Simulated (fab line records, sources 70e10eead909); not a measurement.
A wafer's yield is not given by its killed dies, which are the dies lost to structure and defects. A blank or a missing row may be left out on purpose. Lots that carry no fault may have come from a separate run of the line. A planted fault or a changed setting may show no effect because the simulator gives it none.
Which of the tools did it? ; flow nand harc ; Sampling: 13 lots, 39 wafers, 4 of 1159 route steps

## WHAT THE GAUGES SHOWED, per wafer
NHARC_END_SORT_01. Usual: killed at array 24, standard deviation 8.8; killed at other 0.7, standard deviation 0.99; killed at periphery 3.5, standard deviation 2.6; killed dies 28, standard deviation 9.3; killed open 3.2, standard deviation 1.7; killed short 1.7, standard deviation 1.4.
lot;measured;on;killed at array;killed at other;killed at periphery;killed dies;killed open;killed short;flag
L111;day 24 03:14;prober-02;22 8 66;0 2 1;1 4 2;23 14 69;3 3 2;6 3 2;

## WHICH TOOL RAN EACH LOT (tool, then ch and the chambers of the sampled wafers, then the start)
lot;NHARC_A_STAIRCASE_STRIP_255;NHARC_HYBRID_BOND_ACTIVATE_00;NHARC_THIN_TSV_PRE_CLEAN_50
L995;wet bench-04 ch 1,2,5, day 11 19:20;rie diel-04 ch 1,2, day 18 09:21;pvd sputter-02, no start
L996;wet bench-09 ch 2,3,5, day 11 20:16;rie diel-04 ch 0,1, day 18 08:49;pvd sputter-03, no start
L997;wet bench-07 ch 0,3,7, day 12 04:46;rie diel-08 ch 1,2,3, day 18 18:26;pvd sputter-03, no start
L100;wet bench-09 ch 0,2,4, day 12 13:46;rie diel-08 ch 1,2,3, day 19 13:02;pvd sputter-02, no start
L102;wet bench-04 ch 1,2,5, day 13 00:59;rie diel-08 ch 0,1,3, day 20 01:17;pvd sputter-02, no start
L101;wet bench-07 ch 3,4,6, day 13 02:11;rie diel-08 ch 2,3, day 19 19:59;pvd sputter-03, no start
L105;wet bench-09 ch 1,5,6, day 13 10:11;rie diel-08 ch 1,2, day 20 09:40;pvd sputter-03, no start
L103;wet bench-07 ch 5,6,7, day 13 10:29;rie diel-04 ch 0,1,2, day 21 05:54;pvd sputter-01, no start
L104;wet bench-09 ch 0,1,4, day 13 11:03;rie diel-04 ch 1,2,3, day 21 05:02;pvd sputter-01, no start
L106;wet bench-04 ch 0,1,5, day 13 19:36;rie diel-08 ch 1,3, day 20 17:58;pvd sputter-01, no start
L111;wet bench-04 ch 0,5,6, day 15 13:35;rie diel-08 ch 0,2,3, day 22 21:56;pvd sputter-03, day 24 03:14 or earlier
L117;wet bench-07 ch 0,2,7, day 16 12:14;rie diel-04 ch 0,1,3, day 23 22:27;pvd sputter-03, no start
L118;wet bench-07 ch 2,3,6, day 17 02:53;rie diel-08 ch 0,2, day 23 22:55;pvd sputter-02, no start
- NHARC_A_STAIRCASE_STRIP_255: strips in SPM, time 900 s.
- NHARC_HYBRID_BOND_ACTIVATE_00: chemistry N2, time 60 s.
- NHARC_THIN_TSV_PRE_CLEAN_50: time 30 s.

## AS READ BY THE TOOLS THEMSELVES (means over the sampled wafers that have a number; for cases with no such wafer, the mark the record gives instead)
NHARC_A_STAIRCASE_STRIP_255. Usual: temp c reads 130.00 C (standard deviation 0.14).
lot;tool;temp c (C);flag
L995;wet bench-04;129.90;
L996;wet bench-09;130.07;
L997;wet bench-07;130.04;
L100;wet bench-09;129.92;
L102;wet bench-04;130.04;
L101;wet bench-07;129.89;
L105;wet bench-09;129.89;
L103;wet bench-07;130.06;
L104;wet bench-09;129.95;
L106;wet bench-04;129.97;
L111;wet bench-04;129.93;
L117;wet bench-07;129.88;
L118;wet bench-07;129.97;

NHARC_HYBRID_BOND_ACTIVATE_00. Usual: drypump motor current A 5.7 A, standard deviation 0.41; n2 flow sccm 200.0 sccm, standard deviation 0.52; oes product au 0.997 a.u., standard deviation 0.01; rf vpp V 64.2 V, standard deviation 0.89; showerhead plenum p Torr 1.78 Torr, standard deviation 0.075.
lot;tool;drypump motor current A (A);n2 flow sccm (sccm);oes product au (a.u.);rf vpp V (V);showerhead plenum p Torr (Torr);flag
L995;rie diel-04;5.5;199.9;1.021;64.7;1.75;
L996;rie diel-04;5.3;199.8;1.009;63.2;1.68;
L997;rie diel-08;5.7;199.7;1.001;63.9;1.81;
L100;rie diel-08;5.7;199.8;0.993;64.3;1.81;
L102;rie diel-08;5.9;200.2;0.986;64.2;1.78;
L101;rie diel-08;5.6;199.6;0.993;63.4;1.80;
L105;rie diel-08;5.4;200.3;0.994;64.2;1.85;
L103;rie diel-04;5.5;200.0;1.002;63.8;1.72;
L104;rie diel-04;5.7;199.6;1.002;63.4;1.78;
L106;rie diel-08;5.9;199.8;1.004;64.9;1.83;
L111;rie diel-08;5.7;200.3;0.998;63.5;1.76;
L117;rie diel-04;5.7;200.5;1.005;63.8;1.74;
L118;rie diel-08;5.5;200.5;1.000;63.6;1.76;

NHARC_THIN_TSV_PRE_CLEAN_50. Usual: heater power w reads 402 W (standard deviation 25).
lot;tool;heater power w (W);flag
L995;pvd sputter-02;393;
L996;pvd sputter-03;390;
L997;pvd sputter-03;413;
L100;pvd sputter-02;394;
L102;pvd sputter-02;371;
L101;pvd sputter-03;420;
L105;pvd sputter-03;413;
L103;pvd sputter-01;425;
L104;pvd sputter-01;424;
L106;pvd sputter-01;401;
L111;pvd sputter-03;396;
L117;pvd sputter-03;425;
L118;pvd sputter-02;386;

## THE ANSWER, worked out from the rows above alone
Rule: a lot counts as off when the mean over its wafers that have a number is more than 3 standard deviations away from the usual mean. Also off: a lot with no number at a reading for which 4 or more lots have one. All remaining lots with rows at the step are treated as sound. The gauges are gone through in route order, then the tools' own readings, and for those a lot's mean is taken as printed above. At the first step where some lot is off, the reading lying furthest off is the one used; lots without a number count as furthest.
No lot is off on any of the readings shown, so nothing can be concluded from this.

## WHAT THE SIMULATOR HAD INSERTED
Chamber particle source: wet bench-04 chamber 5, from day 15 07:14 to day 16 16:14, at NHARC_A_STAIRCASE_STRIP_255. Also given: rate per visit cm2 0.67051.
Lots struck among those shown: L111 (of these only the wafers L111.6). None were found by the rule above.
